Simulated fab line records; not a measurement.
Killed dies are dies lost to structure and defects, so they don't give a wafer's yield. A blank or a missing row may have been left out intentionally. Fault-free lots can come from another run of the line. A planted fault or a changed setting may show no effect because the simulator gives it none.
Comparing a struck lot with a sound one    flow n5-finfet    36 out of 1938 route steps
Sound: these wafers, L189.2, L189.3, L189.6. Wafers L184.2, L184.5, L184.6 were the ones struck. The cause comes at the end.
Each step with rows lists, per side, the tool, then ch with its chambers, then its first start. Under that, the readings that differ: sound wafers    struck wafers    difference of the means    sigmas: that difference in standard deviations of wafers without a fault.
alike: words and numbers the same on both sides, and readings whose means are apart by under 2 such deviations; not compared: readings that were withheld, readings missing a value for some wafer, numbers with overlapping values and no deviation given by the record, and bounds like >300 which may hide the same value.
The two part at a step that has a row with sigmas, a row that says differs or no value, or rows on one side only. Numbers that have no deviation but don't overlap get no sigmas and don't part them. A reading missing from all wafers of one side parts the sides only when that side holds two or more wafers.

first, 9 steps without rows for these wafers: N5_BEOL_M4_ANNEAL_95 (time 240 s); N5_BEOL_M4_SPUTTER_96 (material Cu, target thk 4.5 nm, time 8.29 s); N5_BEOL_M4_ECD_50 (material Cu, target thk 300 nm); N5_BEOL_M4_ANNEAL_51 (time 90 s); N5_BEOL_M4_CMP_52 (polishes, stops on SiOC, t overpolish 6.8 s, target thk 40 nm); N5_BEOL_M4_PRE_CLEAN_60 (time 15 s); N5_BEOL_M4_CO_CAP_55 (material Co, precursor CCTBA/H2, target thk 2 nm, time 102.1 s); N5_BEOL_M4_PRE_CLEAN_56 (time 15 s); N5_BEOL_M4_DEP_57 (deposits SiCN from 3MS/NH3, target thk 8 nm, time 14 s).
N5_BEOL_M4_RC_MEAS_101:
  sound on prober-02 ch 0, day 13 11:48; struck on prober-01 ch 0, day 12 05:35
  alike: DIBL_N, DIBL_P, IOFF_N, IOFF_P, ION_N, ION_P, SS_N, SS_P, VT_N, VT_P
then, 24 steps without rows for these wafers: N5_BEOL_M5_ILD_DEP_00 (deposits SiCOH lowk from DEMS/porogen, target thk 140.64 nm, time 25.9 s); N5_BEOL_M5_CURE_79 (cures SiCOH lowk, time 240 s); N5_BEOL_M5_PECVD_70 (deposits SiO2 from TEOS/O2, target thk 16 nm, time 18 s); N5_BEOL_M5_HM_DEP_02 (deposits TiN, target thk 20 nm); N5_BEOL_M5_COAT_59 (time 60 s, resist thk 60 nm); N5_BEOL_M5_COAT_60 (time 60 s, resist thk 12 nm); N5_BEOL_M5_COAT_71 (time 60 s, resist thk 5 nm); N5_BEOL_M5_COAT_05 (resist thk 30 nm); N5_BEOL_M5_EBR_07; N5_BEOL_M5_SOFTBAKE_06 (time 60 s); N5_BEOL_M5_EXPOSE_08 (exposes mask M5, target cd 28 nm); N5_BEOL_M5_PEB_09 (peb time 60 s); N5_BEOL_M5_DEVELOP_10 (develop time 30 s); N5_BEOL_M5_DESCUM_16 (chemistry O2, time 7 s); N5_BEOL_M5_ETCH_72 (etches underlayer in N2/H2, target depth 6.5 nm, time 5.2 s); N5_BEOL_M5_ETCH_61 (etches SiARC in CF4, target depth 15.6 nm, time 26 s); N5_BEOL_M5_ETCH_62 (etches SOC in N2/H2, target depth 75 nm, overetch 15 nm, time 112.5 s); N5_BEOL_M5_STRIP_63 (strips in N2/H2); N5_BEOL_M5_STRIP_73 (strips in N2/H2); N5_BEOL_M5_STRIP_64 (strips in CF4); N5_BEOL_M5_HM_OPEN_17 (chemistry Cl2/BCl3, target TiN, target depth 20 nm, overetch 6 nm); N5_BEOL_M5_STRIP_19 (strips in O2); N5_BEOL_M5_COAT_65 (time 60 s, resist thk 60 nm); N5_BEOL_M5_COAT_66 (time 60 s, resist thk 12 nm).
-- a jump in the record: the struck wafers' starts before and after are 4 days apart (it breaks off in module BEOL_M5 and resumes in module MIM_TOP_ETCH, where the first step shown is number 1852 of the route) --
N5_MIM_TOP_ETCH_STRIP_01: strips in O2.
  sound on rie-diel-02 ch 1,3, day 17 11:13; struck on rie-diel-02 ch 0,1,2, day 16 00:22
  no value came back on the struck wafers for any of 7 readings (bias-power-w (W), chamber-pressure-mTorr (mTorr) and others); on the sound wafers bias-power-w (W) reads 0 0 0
  not compared: rf-hours-counter-h, model.coat_of_MIM_TOP_LITHO_COAT_02.thk-nm
N5_PASSIVATION_PROBE_49:
  rows exist in the record for the struck wafers here (prober-02, day 16 11:49), but not for the sound ones

## WHERE THEY PART
Last at N5_PASSIVATION_PROBE_49 as far as this record goes, first at N5_MIM_TOP_ETCH_STRIP_01.

WHY: what had been put in by the simulator
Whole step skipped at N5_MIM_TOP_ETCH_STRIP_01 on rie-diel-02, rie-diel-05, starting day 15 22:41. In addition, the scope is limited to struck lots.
